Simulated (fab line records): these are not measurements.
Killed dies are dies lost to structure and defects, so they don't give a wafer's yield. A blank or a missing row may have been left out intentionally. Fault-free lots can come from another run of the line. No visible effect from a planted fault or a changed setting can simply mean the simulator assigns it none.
Which of the tools did it? ; flow n5 finfet ; 11 lots, 32 wafers sampled, at 5 steps of a route of 1938

== WHAT THE GAUGES READ, wafer by wafer ==
Not one reading of a measure or inspect step in the record can be checked against a usual standard deviation.

== EACH LOT AND THE TOOL THAT RAN IT (in order: tool; ch and the chambers of the sampled wafers; start) ==
lot;N5_MIM_TOP_ALD_00;N5_MIM_TOP_ALD_01;N5_PASSIVATION_PASS_ETCH_74;N5_PASSIVATION_PECVD_35;N5_PASSIVATION_PROBE_49
L898;ald hk-01 ch 1,3, day 11 06:18;ald hk-01 ch 1,3, day 11 11:48 or earlier;rie diel-05 ch 1,2,3, day 11 11:48;pecvd-02 ch 1,2, day 11 14:44;-
L899;ald hk-01 ch 1,2,3, day 11 11:34;ald hk-01 ch 1,2,3, day 11 20:04 or earlier;rie diel-03 ch 1,2,3, day 11 20:04;pecvd-02 ch 1,2, day 11 23:20;-
L901;ald hk-01 ch 0,1,2, day 12 08:52;ald hk-01 ch 0,1,2, day 12 17:04 or earlier;rie diel-03 ch 0,1,3, day 12 17:04;pecvd-02 ch 1,2, day 12 20:24;prober-01, day 13 00:48
L905;ald hk-01 ch 1,2, day 12 23:53;ald hk-01 ch 1,2, day 13 06:55 or earlier;rie diel-04 ch 2, day 13 06:55;pecvd-02 ch 0, day 13 10:16;prober-02, day 13 13:56
L906;ald hk-03 ch 0,2,3, day 13 09:23;ald hk-03 ch 0,2,3, day 13 13:20 or earlier;rie diel-05 ch 1,2,3, day 13 13:20;pecvd-02 ch 1,2, day 13 16:18;prober-02, day 13 19:54
L914;ald hk-01 ch 0,3, day 15 19:30;ald hk-01 ch 0,3, day 16 01:13 or earlier;rie diel-03 ch 0,1, day 16 01:13;pecvd-02 ch 0,2, day 16 04:29;-
L915;ald hk-03 ch 1,2,3, day 16 06:13;ald hk-03 ch 1,2,3, day 16 10:59 or earlier;rie diel-04 ch 1,3, day 16 10:59;pecvd-04 ch 0,2, day 16 13:35;-
L917;ald hk-01 ch 0,1,3, day 16 09:46;ald hk-01 ch 0,1,3, day 16 14:26 or earlier;rie diel-03 ch 1,2,3, day 16 14:26;pecvd-04 ch 0,1, day 16 17:14;-
L916;ald hk-03 ch 1,2, day 16 18:41;ald hk-03 ch 1,2, day 17 00:17 or earlier;rie diel-05 ch 0,1,2, day 17 00:17;pecvd-02 ch 0,1, day 17 05:00;-
L919;ald hk-01 ch 0,2,3, day 16 21:19;ald hk-01 ch 0,2,3, day 17 02:43 or earlier;rie diel-04 ch 0,2,3, day 17 02:43;pecvd-02 ch 0,1, day 17 05:41;-
L920;ald hk-03 ch 0,1,3, day 17 07:51;ald hk-03 ch 0,1,3, day 17 13:08 or earlier;rie diel-04 ch 0,1,3, day 17 13:08;pecvd-02 ch 1,2, day 17 16:17;-
- N5_MIM_TOP_ALD_00: deposits Al2O3, purge time 3 s, co reactant pulse time 3 s.
- N5_MIM_TOP_ALD_01: deposits HfO2, target thk 5.6 nm, pulse time 1 s, purge time 3 s.
- N5_PASSIVATION_PASS_ETCH_74: etches SiNx in CF4/O2, target depth 220 nm, time 110 s.
- N5_PASSIVATION_PECVD_35: deposits SiNx from SiH4/NH3/N2, target thk 700 nm, time 151.3 s.
- N5_PASSIVATION_PROBE_49

== AS READ BY THE TOOLS THEMSELVES (means over the sampled wafers that have a number; for cases with no such wafer, the mark the record gives instead) ==
N5_MIM_TOP_ALD_00.
lot;tool;precursor pulse height rel
L898;ald hk-01;1.001
L899;ald hk-01;1.014
L901;ald hk-01;1.013
L905;ald hk-01;0.980
L906;ald hk-03;1.010
L914;ald hk-01;1.016
L915;ald hk-03;0.999
L917;ald hk-01;1.000
L916;ald hk-03;0.996
L919;ald hk-01;1.025
L920;ald hk-03;0.986

N5_MIM_TOP_ALD_01.
lot;tool;precursor pulse height rel
L898;ald hk-01;1.012
L899;ald hk-01;0.981
L901;ald hk-01;0.997
L905;ald hk-01;0.998
L906;ald hk-03;0.988
L914;ald hk-01;0.996
L915;ald hk-03;0.985
L917;ald hk-01;1.013
L916;ald hk-03;0.986
L919;ald hk-01;1.017
L920;ald hk-03;1.000

N5_PASSIVATION_PASS_ETCH_74.
lot;tool;drypump motor current A (A);oes product au (a.u.);rf vpp V (V);showerhead plenum p Torr (Torr);throttle valve pct (%)
L898;rie diel-05;5.82;0.84;235;2.21;16.00
L899;rie diel-03;5.71;0.80;243;2.24;16.02
L901;rie diel-03;5.87;0.78;244;2.21;16.06
L905;rie diel-04;5.59;0.84;238;2.34;15.71
L906;rie diel-05;5.83;0.83;236;2.20;16.01
L914;rie diel-03;6.06;0.69;244;2.15;16.32
L915;rie diel-04;6.07;0.75;238;2.15;16.02
L917;rie diel-03;5.68;0.76;243;2.23;16.08
L916;rie diel-05;5.76;0.85;235;2.21;15.99
L919;rie diel-04;5.79;0.74;239;2.20;16.13
L920;rie diel-04;5.91;0.72;238;2.13;16.15

N5_PASSIVATION_PECVD_35.
lot;tool;chamber pressure Torr (Torr);heater power w (W);run length s (s);showerhead plenum p Torr (Torr);throttle valve pct (%)
L898;pecvd-02;4.891;360;195.4;8.663;29.0
L899;pecvd-02;4.895;443;195.0;8.688;29.7
L901;pecvd-02;4.893;386;198.0;8.654;29.2
L905;pecvd-02;4.902;381;198.7;8.662;30.4
L906;pecvd-02;4.905;345;197.7;8.665;29.0
L914;pecvd-02;4.899;336;196.0;8.641;29.5
L915;pecvd-04;4.905;372;195.7;8.656;28.5
L917;pecvd-04;4.890;386;195.0;8.654;32.2
L916;pecvd-02;4.898;455;195.0;8.689;30.4
L919;pecvd-02;4.910;452;195.3;8.691;30.2
L920;pecvd-02;4.890;348;195.9;8.669;29.4

N5_PASSIVATION_PROBE_49.
lot;tool;defect limited yield (%);killed_at_M0_to_M3;killed_at_M4_up;killed at contacts;killed at front end;killed at other;killed dies;killed open;killed short;sort_bin_5_function (%);sort_bin_6_memory (%);sort n pass;sort yield pct (%)
L901;prober-01;91.8;32;25;7;24;9;97;54;34;4.8;3.1;1083;91.8
L905;prober-02;89.8;48;7;8;49;8;120;76;40;6.3;3.6;1060;89.8
L906;prober-02;92.3;30;14;12;31;4;91;58;24;4.0;3.1;1089;92.3

== THE ANSWER, worked out from the rows above alone ==
Rule: the usual values come from the lots themselves. Put in order of their means at a reading, lots are off if they are a third of the lots or fewer, leave a main group of 4 or more, and stand apart from it by a gap of 3 or more times the standard deviation of the main group's means; of several such gaps the widest counts. Not used: any main group whose means are identical at the precision the tables above print for the reading. A lot without any number at a reading at which 4 lots or more have one is off too. Any other lot the step has rows for is counted as sound. Order of review: gauges by route order, followed by the tools' own readings, for which a lot's mean as printed above is used. The first step at which some lot is off is used, and at that step the reading that is off furthest; a lot without a number counts as furthest.
Off: L901, L905, L906 (N5_PASSIVATION_PECVD_35, run length s). The main group: mean 195.4 s, standard deviation 0.39.
A tool fits if, at that step or a process step before it, it ran every lot that is off, and no sound lot after the first of them. N5_MIM_TOP_ALD_01: start missing for some lots; hours and lot order therefore follow N5_PASSIVATION_PASS_ETCH_74. Of those tried, none fits.

== WHAT THE SIMULATOR HAD PUT IN ==
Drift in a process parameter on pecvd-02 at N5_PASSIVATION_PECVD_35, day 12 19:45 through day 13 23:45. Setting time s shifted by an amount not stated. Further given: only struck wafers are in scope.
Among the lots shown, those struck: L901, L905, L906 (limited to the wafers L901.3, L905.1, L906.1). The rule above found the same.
